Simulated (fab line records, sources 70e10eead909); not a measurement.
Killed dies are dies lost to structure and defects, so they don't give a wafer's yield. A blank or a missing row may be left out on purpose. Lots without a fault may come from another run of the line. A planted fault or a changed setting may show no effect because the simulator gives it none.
A struck lot beside a sound one | flow nand_harc | 14 steps out of a route of 1159
Sound: wafers L955.1, L955.2, L955.3. Struck: wafers L970.3, L970.5, L970.6. The cause comes at the end.
At each step with rows: each side's tool, then ch and its chambers, then its first start. Under that, the readings that differ: sound wafers | struck wafers | difference of the means | sigmas: that difference in standard deviations of wafers without a fault.
alike: readings whose means differ by less than 2 such deviations, and words and numbers that are the same on both sides. not compared: withheld readings, readings that some wafer has no value for, bounds like >300 that may hide the same value, and numbers for which the record gives no deviation and whose values overlap.
The two part at a step that has a row with sigmas, a row that says differs or no value, or rows on one side only. Numbers that don't overlap but have no deviation are shown without sigmas and don't part them. A reading that every wafer of one side lacks parts them only if that side has two wafers or more.

first, 4 steps without rows for these wafers: NHARC_A_STAIRCASE_EXPOSE_247 (exposes mask SDS 1); NHARC_A_STAIRCASE_PEB_248 (peb time 130 s); NHARC_A_STAIRCASE_DEVELOP_249 (time 140 s); NHARC_A_STAIRCASE_HARDBAKE_251 (time 140 s).
NHARC_A_STAIRCASE_DESCUM_252: chemistry O2, time 3 s.
  sound on rie_diel-10 ch 0,1,3, day 13 12:17; struck on rie_diel-10 ch 0,3, day 17 09:40
  alike: drypump_motor_current_A, oes_product_au, rf_vpp_V, showerhead_plenum_p_Torr, throttle_valve_pct
  not compared: rf_hours_counter_h
NHARC_A_STAIRCASE_ETCH_253: etches the open film in C4F8/O2, target depth 50 nm, time 20.2 s.
  sound on rie_diel-10 ch 0,2,3, day 13 12:22; struck on rie_diel-10 ch 1,2,3, day 17 09:50
  alike: oes_product_au, rf_vpp_V
  not compared: rf_hours_counter_h
NHARC_A_STAIRCASE_STRIP_254: strips in O2.
  sound on plasma_asher-02 ch 0,1, day 13 12:28; struck on plasma_asher-02 ch 0,1, day 17 10:04
  alike: drypump_motor_current_A, heater_power_w
  not compared: rf_hours_counter_h
then, 3 steps without rows for these wafers: NHARC_A_STAIRCASE_STRIP_255 (strips in SPM, time 900 s); NHARC_A_STAIRCASE_PRECLEAN_256 (cleans in SC1); NHARC_A_STAIRCASE_SRD_257.
NHARC_A_STAIRCASE_HM_DEP_456: deposits aC, target thk 1500 nm.
  sound on acl_dep-03 ch 0, day 13 18:16; struck on acl_dep-03 ch 0, day 17 11:20
  reading              | sound                | struck | difference                    | sigmas
  susceptor_temp_C (C) | 399.60 399.96 399.54 | - - -  | no value on the struck wafers |
  alike: throttle_valve_pct
NHARC_A_STAIRCASE_DEP_259: deposits SiON, target thk 30 nm.
  sound on pecvd-04 ch 0,1,2, day 13 20:11; struck on pecvd-04 ch 0,1,2, day 17 12:37
  no value came back on the struck wafers for chamber_pressure_Torr (Torr), heater_power_outer_w (W), heater_power_w (W); on the sound wafers chamber_pressure_Torr (Torr) reads 3.506 3.522 3.512
then, 1 step without rows for these wafers: NHARC_A_STAIRCASE_DEHYDRATE_281 (time 120 s).
-- the record jumps here: 8 days lie between the struck wafers' starts before and after (it left off in module A_STAIRCASE and takes up again in module END, whose first step shown is number 1159 of the route) --
NHARC_END_SORT_01:
  the record has rows for the struck wafers here (prober-01 ch 0, day 25 02:35) and none for the sound ones

WHERE THEY PART
First at NHARC_A_STAIRCASE_HM_DEP_456; last, within this record, at NHARC_END_SORT_01.

WHY: what the simulator had put in
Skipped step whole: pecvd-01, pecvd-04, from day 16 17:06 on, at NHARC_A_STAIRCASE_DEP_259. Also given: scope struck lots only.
